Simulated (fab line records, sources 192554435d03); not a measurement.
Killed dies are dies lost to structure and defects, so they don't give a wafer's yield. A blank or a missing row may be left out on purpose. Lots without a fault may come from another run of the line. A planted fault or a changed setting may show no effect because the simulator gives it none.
Chamber matching | flow n5_finfet | N5_FIN_SAQP_MANDREL2_REMOVE_60 on rie_si-06: 4 sister chambers
The step chemistry HBr/Cl2/O2, target a-Si, stops on SiNx, bt time 10 s. 24 wafers are shown with their chamber, then 12 later ones without.

WAFERS WITH THEIR CHAMBER
wafer  | chamber | drypump_motor_current_A (A) | throttle_valve_pct (%) | oes_product_au (a.u.)
L075.1 | 0       | 5.7                         | 36.99                  | 1.014
L075.5 | 3       | 5.4                         | 37.01                  | 0.980
L075.6 | 0       | 5.7                         | 36.99                  | 1.013
L079.2 | 0       | 5.7                         | 36.99                  | 1.019
L079.3 | 1       | 5.2                         | 36.64                  | 0.985
L079.4 | 3       | 5.4                         | 37.02                  | 0.992
L080.1 | 3       | 5.4                         | 37.02                  | 0.985
L080.3 | 1       | 5.2                         | 36.64                  | 0.969
L080.5 | 0       | 5.7                         | 36.98                  | 1.013
L081.1 | 2       | 6.7                         | 36.91                  | 0.998
L081.4 | 1       | 5.2                         | 36.63                  | 0.980
L081.6 | 3       | 5.4                         | 37.04                  | 0.982
L082.1 | 1       | 5.2                         | 36.63                  | 0.981
L082.4 | 2       | 6.7                         | 36.93                  | 1.007
L082.5 | 0       | 5.6                         | 37.00                  | 1.006
L083.2 | 2       | 6.7                         | 36.92                  | 1.003
L083.5 | 0       | 5.7                         | 36.98                  | 1.006
L083.6 | 1       | 5.2                         | 36.62                  | 0.987
L084.1 | 2       | 6.7                         | 36.94                  | 1.003
L084.4 | 0       | 5.7                         | 37.01                  | 1.013
L084.5 | 3       | 5.4                         | 37.02                  | 0.988
L085.1 | 3       | 5.4                         | 37.02                  | 0.985
L085.4 | 0       | 5.7                         | 36.99                  | 1.013
L085.6 | 0       | 5.7                         | 37.00                  | 1.017

SIGNATURES (means of the wafers above)
reading                 | chamber 0 | chamber 1 | chamber 2 | chamber 3 | scatter within a chamber
drypump_motor_current_A | 5.689     | 5.200     | 6.700     | 5.400     | 0.0211
throttle_valve_pct      | 36.9922   | 36.6320   | 36.9250   | 37.0217   | 0.01
oes_product_au          | 1.01267   | 0.98040   | 1.00275   | 0.98533   | 0.00489
Rule: a wafer's distance from a chamber is the root of the sum, over the readings, of the square of ((its reading less the chamber's mean) divided by the reading's scatter). The wafer belongs to the nearest chamber; if the next one is less than 2 further off, it can't be placed. The scatter: the root of (the sum of the squares of (reading less its chamber's mean) over the shown wafers, divided by (wafers less chambers)).

WAFERS WITHOUT THEIR CHAMBER
wafer  | drypump_motor_current_A (A) | throttle_valve_pct (%) | oes_product_au (a.u.)
L086.1 | 6.7                         | 36.93                  | 1.001
L086.4 | 5.4                         | 37.02                  | 0.986
L086.5 | 5.2                         | 36.63                  | 0.974
L088.1 | 5.4                         | 37.04                  | 0.988
L088.2 | 5.7                         | 37.00                  | 1.012
L088.6 | 5.4                         | 37.02                  | 0.983
L091.1 | 5.2                         | 36.63                  | 0.983
L091.4 | 6.7                         | 36.92                  | 1.003
L091.6 | 5.2                         | 36.62                  | 0.987
L097.1 | 6.6                         | 36.91                  | 0.986
L097.4 | 5.6                         | 36.99                  | 0.997
L097.6 | 5.7                         | 36.98                  | 1.000

WHICH CHAMBER EACH WENT THROUGH
wafer  | from the rows above | in truth
L086.1 | 2                   | 2
L086.4 | 3                   | 3
L086.5 | 1                   | 1
L088.1 | 3                   | 3
L088.2 | 0                   | 0
L088.6 | 3                   | 3
L091.1 | 1                   | 1
L091.4 | 2                   | 2
L091.6 | 1                   | 1
L097.1 | 2                   | 2
L097.4 | 0                   | 0
L097.6 | 0                   | 0
Placed correctly: 12 of 12. Can't be placed from these rows: 0. Placed wrongly: 0.
